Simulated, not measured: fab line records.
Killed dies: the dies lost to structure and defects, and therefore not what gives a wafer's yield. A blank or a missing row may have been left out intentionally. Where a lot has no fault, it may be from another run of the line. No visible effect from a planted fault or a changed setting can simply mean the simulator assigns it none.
Split-lot experiment -- flow n5-finfet -- 21 wafers read from 7 lots, route of 1938 steps

## SPLIT DETAILS
At N5_MOL_CONTACT_COAG_ETCHBACK_135 (etches SiO2 in CHF3, target depth 25 nm, time 16.7 s), the setting time-s was moved away from the recipe's 16.7 s on 6 of the 21 wafers read, by -7.8% to +18.8%. This setting was run at the recipe's value on the other wafers.

The split's own step is where the reading is taken.

## THE READING
SOC_of_MOL_CONTACT_COAG_COAT_75.thk-nm (the simulator's own value, which no gauge read), in nm, at N5_MOL_CONTACT_COAG_ETCHBACK_135 (etches SiO2 in CHF3, target depth 25 nm, time 16.7 s). There is no usual value for it anywhere in the file. Average 57.4 nm, standard deviation 0.13 nm, over the 15 wafers here run with the recipe.

wafer,"tool, chamber at the split","time-s as run, s",against the recipe,"SOC_of_MOL_CONTACT_COAG_COAT_75.thk-nm, nm",against lot-mates on the recipe
L076.1,"rie-diel-03, 1,0",16.7,recipe,57.4,-
L076.4,"rie-diel-03, 1,0",16.7,recipe,57.4,-
L076.2,"rie-diel-03, 2",15.39,-7.8%,57.6,+0.2
L079.1,"rie-diel-04, 0",16.7,recipe,57.4,-
L079.3,"rie-diel-04, 2",15.4,-7.8%,57.6,+0.2
L079.6,"rie-diel-04, 2",15.4,-7.8%,57.6,+0.2
L083.3,"rie-diel-02, 2",16.7,recipe,57.6,-
L083.5,"rie-diel-02, 1",16.7,recipe,57.4,-
L083.6,"rie-diel-02, 0",19.84,+18.8%,57,-0.5
L088.2,"rie-diel-04, 1",16.7,recipe,57.6,-
L088.3,"rie-diel-04, 2,1",18.77,+12.4%,57.2,-0.4
L088.4,"rie-diel-04, 2,1",18.77,+12.4%,57.2,-0.4
L091.1,"rie-diel-04, 1",16.7,recipe,57.4,-
L091.5,"rie-diel-04, 1",16.7,recipe,57.4,-
L091.4,"rie-diel-04, 3",16.7,recipe,57.2,-
L096.3,"rie-diel-03, 1,3",16.7,recipe,57.4,-
L096.6,"rie-diel-03, 1,3",16.7,recipe,57.4,-
L096.5,"rie-diel-03, 0",16.7,recipe,57.2,-
L097.2,"rie-diel-03, 0,1,0",16.7,recipe,57.2,-
L097.4,"rie-diel-03, 0,1,0",16.7,recipe,57.2,-
L097.5,"rie-diel-03, 0,1,0",16.7,recipe,57.2,-
Rows listing several chambers each stand for several wafers; the file does not say which wafer went through which chamber.

FIT RESULTS
A straight line over all 21 wafers: SOC_of_MOL_CONTACT_COAG_COAT_75.thk-nm changes by -0.0199 nm for each +1% of time-s; r = -0.73; the points scatter about the line by 0.12 nm.
The same after taking each lot's own level away (the mean of its wafers on the recipe; 21 wafers): -0.0283 nm for each +1%; r = -0.94; scatter 0.065 nm.
The reading moves by 0.53 nm for the largest change in time-s, on that fit.
From 57.20 to 57.60 nm: that is the span of the lots' own levels, equal to 3.1 times the standard deviation above.
So the lot-to-lot level blurs the effect unless lot-mates are compared.
Check: -0.568 nm against its lot-mates is what the line predicts for one of the wafers moved furthest among these (+18.8%) when that wafer is left out of the fit. Against them it came out at -0.5 nm.

## ADDITIONAL SPLITS CARRIED BY THESE WAFERS
Note: prior to the reading, these wafers also went through further splits. Each is held against what the fit with the lots' levels taken away leaves over:
other split on the same wafers,wafers away from the commonest value,r with SOC_of_MOL_CONTACT_COAG_COAT_75.thk-nm (lot level and that fit taken away)
N5_HKMG_FIN_ETCH_58 source-w,9,+0.00
N5_MOL_CONTACT_COAG_ETCH_110 source-w,6,-0.60
N5_MOL_CONTACT_COAG_ETCH_91 source-w,5,+0.26

## THE FILE'S OWN FIT
SOC_of_MOL_CONTACT_COAG_COAT_75.thk-nm changes by -0.0278 nm for each +1% of time-s, r = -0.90.
